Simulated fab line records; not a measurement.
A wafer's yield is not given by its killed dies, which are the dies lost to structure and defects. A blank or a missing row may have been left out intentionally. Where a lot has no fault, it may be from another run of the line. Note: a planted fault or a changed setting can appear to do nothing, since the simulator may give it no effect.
The tool behind it: which one?	flow n5Finfet	72 wafers from 24 lots sampled at 6 of the route's 1938 steps

== WHAT EACH GAUGE READ, for each wafer ==
N5_BEOL_M3_CD_MEAS_28: target cd 25.7 nm, target cd y 23.3 nm. Usual: cdNm at 25.68 nm, with a standard deviation of 0.23.
lot	measured	on	cdNm (nm)	flag
L074	day 7 08:43	cdSem-01	25.93 25.80 25.47	
L075	day 7 14:02	cdSem-02	25.94 25.56 25.71	
L076	day 7 23:02	cdSem-02	25.54 24.86 25.44	
L077	day 7 23:23	cdSem-01	25.91 25.83 25.77	
L078	day 8 05:20	cdSem-03	25.67 25.54 25.96	
L080	day 8 13:03	cdSem-02	25.52 25.63 25.64	
L081	day 8 15:34	cdSem-02	25.86 25.91 25.78	
L079	day 8 22:49	cdSem-03	25.27 25.59 25.59	
L083	day 9 09:26	cdSem-02	25.39 25.68 25.58	
L082	day 9 11:49	cdSem-01	25.51 25.78 25.88	
L084	day 10 02:51	cdSem-03	26.04 25.46 26.15	
L085	day 10 05:44	cdSem-01	25.32 25.37 25.57	
L086	day 10 06:26	cdSem-02	25.59 25.83 25.52	
L087	day 10 16:03	cdSem-01	25.64 25.33 25.70	
L088	day 11 00:52	cdSem-02	25.14 25.37 25.81	
L089	day 11 08:10	cdSem-02	25.55 25.58 25.78	
L090	day 11 08:40	cdSem-02	25.50 25.56 25.70	
L091	day 11 22:38	cdSem-01	26.09 25.34 26.04	
L092	day 12 02:30	cdSem-01	25.53 25.55 25.74	
L093	day 12 05:46	cdSem-03	25.62 25.58 25.55	
L094	day 12 21:49	cdSem-03	25.84 26.09 25.89	
L095	day 12 23:25	cdSem-03	25.76 25.74 25.68	
L096	day 13 03:05	cdSem-03	25.53 25.56 25.88	
L097	day 13 04:35	cdSem-01	26.06 25.21 26.06	

N5_BEOL_M3_OCD_MEAS_38. Usual: trenchDepthNm at 55.4 nm, with a standard deviation of 1.3.
lot	measured	on	trenchDepthNm (nm)	flag
L074	day 7 16:11	ocd-02	55.8 51.9 57.0	
L075	day 8 03:19	ocd-01	56.4 56.6 54.8	
L076	day 8 00:32	ocd-01	56.2 52.6 51.9	
L077	day 8 04:01	ocd-01	55.8 57.7 56.4	
L078	day 8 07:08	ocd-01	55.5 54.7 55.7	
L080	day 9 01:20	ocd-02	56.6 54.6 54.9	
L081	day 9 05:53	ocd-02	54.6 57.5 52.1	
L079	day 9 06:49	ocd-01	54.2 57.0 56.9	
L083	day 9 20:38	ocd-01	55.6 54.7 54.1	
L082	day 10 01:26	ocd-02	55.0 56.5 54.5	
L084	day 10 11:25	ocd-02	56.7 53.5 54.6	
L085	day 10 14:23	ocd-02	54.8 55.9 55.0	
L086	day 10 14:25	ocd-01	55.4 54.9 55.0	
L087	day 11 02:10	ocd-01	57.8 56.9 57.6	
L088	day 11 07:03	ocd-01	56.2 55.9 57.4	
L089	day 11 11:41	ocd-01	52.9 55.8 56.3	
L090	day 11 12:05	ocd-01	56.1 54.6 55.9	
L091	day 12 04:02	ocd-02	55.5 54.6 54.0	
L092	day 12 07:55	ocd-01	55.3 55.8 54.1	
L093	day 12 16:35	ocd-02	56.2 56.0 54.8	
L094	day 13 01:26	ocd-01	57.6 53.0 56.8	
L095	day 13 06:40	ocd-02	56.4 54.0 53.3	
L096	day 13 06:50	ocd-02	56.9 54.1 58.0	
L097	day 13 10:20	ocd-01	54.8 55.5 55.3	

== WHAT TOOL EACH LOT RAN ON (gives the tool, then ch and the chambers of the sampled wafers, and finally the start) ==
lot	N5_BEOL_M2_SPUTTER_96	N5_BEOL_M3_DESCUM_33	N5_BEOL_M3_ETCHBACK_99	N5_BEOL_M3_ETCH_70
L074	pvdSputter-02, day 7 05:46	rieDiel-03 ch 0,2, day 7 08:50	rieDiel-05 ch 0,1,2, day 7 15:47	rieDiel-05 ch 0,1,2, day 7 15:49
L075	pvdSputter-01, day 7 11:13	rieDiel-03 ch 0,3, day 7 14:10	rieDiel-06 ch 0,2, day 8 02:55	rieDiel-06 ch 0,2, day 8 02:57
L076	pvdSputter-03, day 7 18:23	rieDiel-05 ch 2,3, day 7 23:13	rieDiel-05 ch 1,2, day 8 00:09	rieDiel-05 ch 1,2, day 8 00:11
L077	pvdSputter-03, day 7 20:32	rieDiel-03 ch 0,1,2, day 7 23:31	rieDiel-06 ch 1,2, day 8 03:37	rieDiel-06 ch 1,2, day 8 03:40
L078	pvdSputter-03, day 8 02:03	rieDiel-05 ch 0,1,2, day 8 05:28	rieDiel-03 ch 0,1,3, day 8 06:45	rieDiel-03 ch 0,1,3, day 8 06:47
L080	pvdSputter-03, day 8 09:05	rieDiel-05 ch 2,3, day 8 13:10	rieDiel-06 ch 1,3, day 9 00:57	rieDiel-06 ch 1,3, day 9 00:59
L081	pvdSputter-01, day 8 12:34	rieDiel-03 ch 0,1,3, day 8 15:41	rieDiel-05 ch 1,2,3, day 9 05:29	rieDiel-05 ch 1,2,3, day 9 05:31
L079	pvdSputter-03, day 8 19:21	rieDiel-06 ch 0,1, day 8 22:56	rieDiel-06 ch 0,3, day 9 06:26	rieDiel-06 ch 0,3, day 9 06:28
L083	pvdSputter-01, day 9 06:01	rieDiel-03 ch 0,2,3, day 9 09:33	rieDiel-03 ch 0,1, day 9 20:14	rieDiel-03 ch 0,1, day 9 20:17
L082	pvdSputter-03, day 9 07:41	rieDiel-03 ch 0,2,3, day 9 11:56	rieDiel-03 ch 0,1, day 10 01:03	rieDiel-03 ch 0,1, day 10 01:05
L084	pvdSputter-02, day 9 23:01	rieDiel-05 ch 1,2,3, day 10 03:10	rieDiel-05 ch 0,2,3, day 10 11:01	rieDiel-05 ch 0,2,3, day 10 11:03
L085	pvdSputter-02, day 10 01:34	rieDiel-03 ch 0,2, day 10 05:51	rieDiel-03 ch 0,1,3, day 10 13:59	rieDiel-03 ch 0,1,3, day 10 14:02
L086	pvdSputter-03, day 10 02:35	rieDiel-06 ch 0,1,2, day 10 06:53	rieDiel-06 ch 0,1, day 10 14:02	rieDiel-06 ch 0,1, day 10 14:04
L087	pvdSputter-01, day 10 12:31	rieDiel-03 ch 0,1,2, day 10 16:10	rieDiel-06 ch 2,3, day 11 01:46	rieDiel-06 ch 2,3, day 11 01:49
L088	pvdSputter-03, day 10 20:08	rieDiel-06 ch 0,1,3, day 11 00:59	rieDiel-06 ch 1,2,3, day 11 06:40	rieDiel-06 ch 1,2,3, day 11 06:42
L089	pvdSputter-02, day 11 02:26	rieDiel-06 ch 0,2,3, day 11 08:18	rieDiel-06 ch 0,2, day 11 11:18	rieDiel-06 ch 0,2, day 11 11:20
L090	pvdSputter-01, day 11 05:31	rieDiel-03 ch 0,2,3, day 11 08:47	rieDiel-06 ch 0,1,2, day 11 11:42	rieDiel-06 ch 0,1,2, day 11 11:44
L091	pvdSputter-03, day 11 17:24	rieDiel-03 ch 1,2, day 11 22:46	rieDiel-03 ch 0,1,2, day 12 03:38	rieDiel-03 ch 0,1,2, day 12 03:41
L092	pvdSputter-01, day 11 22:19	rieDiel-06 ch 1,2,3, day 12 02:38	rieDiel-03 ch 0,1,3, day 12 07:31	rieDiel-03 ch 0,1,3, day 12 07:33
L093	pvdSputter-03, day 12 01:20	rieDiel-05 ch 0,1,2, day 12 05:53	rieDiel-03 ch 1,2,3, day 12 16:11	rieDiel-03 ch 1,2,3, day 12 16:13
L094	pvdSputter-02, day 12 18:05	rieDiel-06 ch 1,2, day 12 21:56	rieDiel-05 ch 0,3, day 13 01:02	rieDiel-05 ch 0,3, day 13 01:05
L095	pvdSputter-02, day 12 20:01	rieDiel-03 ch 0,1, day 12 23:32	rieDiel-05 ch 1,2,3, day 13 06:16	rieDiel-05 ch 1,2,3, day 13 06:18
L096	pvdSputter-01, day 12 21:51	rieDiel-03 ch 0,3, day 13 03:52	rieDiel-06 ch 0,3, day 13 06:27	rieDiel-06 ch 0,3, day 13 06:29
L097	pvdSputter-02, day 13 01:01	rieDiel-05 ch 0,1,3, day 13 04:42	rieDiel-03 ch 0,1, day 13 09:56	rieDiel-03 ch 0,1, day 13 09:58
- N5_BEOL_M2_SPUTTER_96: material Cu, target thk 4.5 nm, time 8.29 s.
- N5_BEOL_M3_DESCUM_33: chemistry O2, time 7 s.
- N5_BEOL_M3_ETCHBACK_99: etches SiO2 in CHF3, target depth 5 nm, time 10.4 s.
- N5_BEOL_M3_ETCH_70: etches SOC in N2/H2, target depth 80 nm, overetch 16 nm, time 120 s.

== WHAT THE TOOLS THEMSELVES READ (means of the sampled wafers that have a number; where no wafer has one, the mark that the record gives instead) ==
N5_BEOL_M2_SPUTTER_96. Usual: chamberPressurePa 0.07001 Pa, standard deviation 0.00015; throttleValvePct 30.1 %, standard deviation 0.88.
lot	tool	chamberPressurePa (Pa)	throttleValvePct (%)	flag
L074	pvdSputter-02	0.06996	30.8	
L075	pvdSputter-01	0.07007	30.2	
L076	pvdSputter-03	0.06995	30.4	
L077	pvdSputter-03	0.06989	30.2	
L078	pvdSputter-03	0.06996	30.3	
L080	pvdSputter-03	0.06993	30.5	
L081	pvdSputter-01	0.06987	30.8	
L079	pvdSputter-03	0.07003	30.4	
L083	pvdSputter-01	0.07022	30.4	
L082	pvdSputter-03	0.07003	30.5	
L084	pvdSputter-02	0.06999	30.3	
L085	pvdSputter-02	0.06988	30.4	
L086	pvdSputter-03	0.07000	30.6	
L087	pvdSputter-01	0.07011	29.8	
L088	pvdSputter-03	0.06994	30.6	
L089	pvdSputter-02	0.06993	30.8	
L090	pvdSputter-01	0.07001	29.8	
L091	pvdSputter-03	0.06994	30.5	
L092	pvdSputter-01	0.07006	30.4	
L093	pvdSputter-03	0.07001	30.6	
L094	pvdSputter-02	0.07008	30.7	
L095	pvdSputter-02	0.07004	28.9	
L096	pvdSputter-01	0.06997	30.3	
L097	pvdSputter-02	0.06988	29.6	

N5_BEOL_M3_DESCUM_33. Usual: biasPowerW 20.01 W, standard deviation 0.066; drypumpMotorCurrentA 5.8 A, standard deviation 0.31; oesProductAu 0.79 a.u., standard deviation 0.086; rfVppV 242.7 V, standard deviation 1.3; showerheadPlenumPTorr 2.06 Torr, standard deviation 0.073; throttleValvePct 20.44 %, standard deviation 0.12.
lot	tool	biasPowerW (W)	drypumpMotorCurrentA (A)	oesProductAu (a.u.)	rfVppV (V)	showerheadPlenumPTorr (Torr)	throttleValvePct (%)	flag
L074	rieDiel-03	20.01	6.3	0.89	243.3	2.04	20.39	
L075	rieDiel-03	20.06	5.9	0.83	242.0	2.02	20.52	
L076	rieDiel-05	20.03	5.7	0.79	244.3	2.10	20.52	
L077	rieDiel-03	20.09	6.1	0.80	242.2	2.05	20.35	
L078	rieDiel-05	20.00	5.5	0.81	243.5	2.11	20.40	
L080	rieDiel-05	20.01	5.5	0.75	243.1	2.08	20.41	
L081	rieDiel-03	20.06	6.0	0.82	242.9	2.05	20.42	
L079	rieDiel-06	20.05	5.6	0.82	242.3	2.03	20.33	
L083	rieDiel-03	19.96	6.1	0.78	242.6	2.01	20.46	
L082	rieDiel-03	19.98	6.0	0.78	243.1	2.01	20.47	
L084	rieDiel-05	20.08	5.7	0.75	244.5	2.12	20.48	
L085	rieDiel-03	20.04	6.2	0.75	241.6	2.01	20.41	
L086	rieDiel-06	20.01	5.5	0.85	242.5	2.11	20.42	
L087	rieDiel-03	19.97	6.2	0.77	241.8	2.04	20.38	
L088	rieDiel-06	20.04	5.7	0.78	242.7	2.02	20.38	
L089	rieDiel-06	20.00	5.6	0.84	243.0	2.10	20.35	
L090	rieDiel-03	19.94	6.1	0.77	242.7	2.01	20.48	
L091	rieDiel-03	20.07	6.1	0.69	241.3	2.01	20.39	
L092	rieDiel-06	20.00	5.6	0.80	242.5	2.09	20.45	
L093	rieDiel-05	19.98	5.5	0.78	243.5	2.10	20.45	
L094	rieDiel-06	19.94	5.5	0.79	243.1	2.09	20.55	
L095	rieDiel-03	20.01	6.1	0.77	242.7	2.07	20.36	
L096	rieDiel-03	19.97	6.2	0.80	241.8	2.03	20.52	
L097	rieDiel-05	19.97	5.8	0.80	244.3	2.13	20.56	

N5_BEOL_M3_ETCHBACK_99. Usual: drypumpMotorCurrentA 5.76 A, standard deviation 0.3; oes_f_703_au 0.80 a.u., standard deviation 0.08; oesProductAu 0.79 a.u., standard deviation 0.082; rfVppV 240 V, standard deviation 5.5; showerheadPlenumPTorr 2.11 Torr, standard deviation 0.079; throttleValvePct 17.05 %, standard deviation 0.23.
lot	tool	drypumpMotorCurrentA (A)	oes_f_703_au (a.u.)	oesProductAu (a.u.)	rfVppV (V)	showerheadPlenumPTorr (Torr)	throttleValvePct (%)	flag
L074	rieDiel-05	5.53	0.82	0.83	243	2.20	17.17	
L075	rieDiel-06	5.42	0.77	0.76	243	2.06	17.21	
L076	rieDiel-05	5.46	0.71	0.72	241	2.19	17.21	
L077	rieDiel-06	5.54	0.75	0.74	237	2.04	17.07	
L078	rieDiel-03	6.03	0.84	0.83	243	2.10	17.02	
L080	rieDiel-06	5.72	0.78	0.76	236	2.03	16.87	
L081	rieDiel-05	5.71	0.75	0.75	244	2.19	17.20	
L079	rieDiel-06	5.77	0.83	0.81	242	2.06	16.84	
L083	rieDiel-03	6.26	0.86	0.86	244	2.11	16.88	
L082	rieDiel-03	6.25	0.86	0.85	243	2.11	16.89	
L084	rieDiel-05	5.61	0.79	0.81	241	2.19	17.34	
L085	rieDiel-03	6.01	0.82	0.80	243	2.09	17.06	
L086	rieDiel-06	5.60	0.79	0.77	237	2.04	16.85	
L087	rieDiel-06	5.69	0.85	0.83	243	2.13	16.96	
L088	rieDiel-06	5.60	0.84	0.82	240	2.13	16.95	
L089	rieDiel-06	5.41	0.93	0.90	245	2.24	16.91	
L090	rieDiel-06	5.53	0.86	0.85	241	2.14	16.88	
L091	rieDiel-03	6.14	0.78	0.77	237	2.10	17.06	
L092	rieDiel-03	6.03	0.80	0.78	241	2.09	17.07	
L093	rieDiel-03	5.91	0.75	0.72	237	2.08	17.22	
L094	rieDiel-05	5.66	0.85	0.86	243	2.19	17.33	
L095	rieDiel-05	5.69	0.72	0.73	244	2.18	17.26	
L096	rieDiel-06	5.76	0.79	0.78	242	2.05	16.88	
L097	rieDiel-03	6.12	0.80	0.77	239	2.11	17.01	

N5_BEOL_M3_ETCH_70. Usual: drypumpMotorCurrentA 5.77 A, standard deviation 0.3; oesProductAu 0.61 a.u., standard deviation 0.063; rfVppV 522.7 V, standard deviation 2.6; showerheadPlenumPTorr 2.50 Torr, standard deviation 0.091; throttleValvePct 17.86 %, standard deviation 0.2.
lot	tool	drypumpMotorCurrentA (A)	oesProductAu (a.u.)	rfVppV (V)	showerheadPlenumPTorr (Torr)	throttleValvePct (%)	flag
L074	rieDiel-05	5.53	0.63	525.8	2.59	17.82	
L075	rieDiel-06	5.41	0.58	520.3	2.44	18.08	
L076	rieDiel-05	5.48	0.57	524.6	2.54	17.67	
L077	rieDiel-06	5.56	0.56	521.8	2.44	18.06	
L078	rieDiel-03	6.02	0.63	522.9	2.49	17.86	
L080	rieDiel-06	5.73	0.58	521.9	2.44	17.85	
L081	rieDiel-05	5.69	0.58	524.4	2.58	17.85	
L079	rieDiel-06	5.76	0.61	520.8	2.45	17.65	
L083	rieDiel-03	6.25	0.65	523.3	2.51	17.70	
L082	rieDiel-03	6.26	0.65	522.7	2.50	17.70	
L084	rieDiel-05	5.60	0.62	524.2	2.56	17.97	
L085	rieDiel-03	6.05	0.61	521.4	2.49	17.89	
L086	rieDiel-06	5.63	0.60	521.1	2.45	17.87	
L087	rieDiel-06	5.70	0.63	523.3	2.53	17.73	
L088	rieDiel-06	5.61	0.62	523.1	2.53	17.84	
L089	rieDiel-06	5.43	0.70	527.0	2.65	17.80	
L090	rieDiel-06	5.52	0.65	524.2	2.55	17.84	
L091	rieDiel-03	6.15	0.59	522.1	2.48	17.80	
L092	rieDiel-03	6.03	0.60	521.7	2.48	17.91	
L093	rieDiel-03	5.91	0.55	521.1	2.46	17.97	
L094	rieDiel-05	5.66	0.66	524.0	2.60	18.16	
L095	rieDiel-05	5.71	0.57	524.8	2.57	17.90	
L096	rieDiel-06	5.76	0.60	521.2	2.43	17.69	
L097	rieDiel-03	6.09	0.60	523.1	2.52	17.88	

== THE ANSWER, worked out from the rows above alone ==
Rule: a lot is off if the mean of its wafers that have a number lies more than 3 standard deviations from the usual mean. Also off: a lot with no number at a reading for which 4 or more lots have one. The other lots that the step has rows for count as sound. First the gauges in route order, then the tools' own readings, where a lot's mean is used as printed above. At the first step where some lot is off, the reading lying furthest off is the one used; lots without a number count as furthest.
None of the lots is off at any reading shown; this tells nothing.

== WHAT THE SIMULATOR HAD INSERTED ==
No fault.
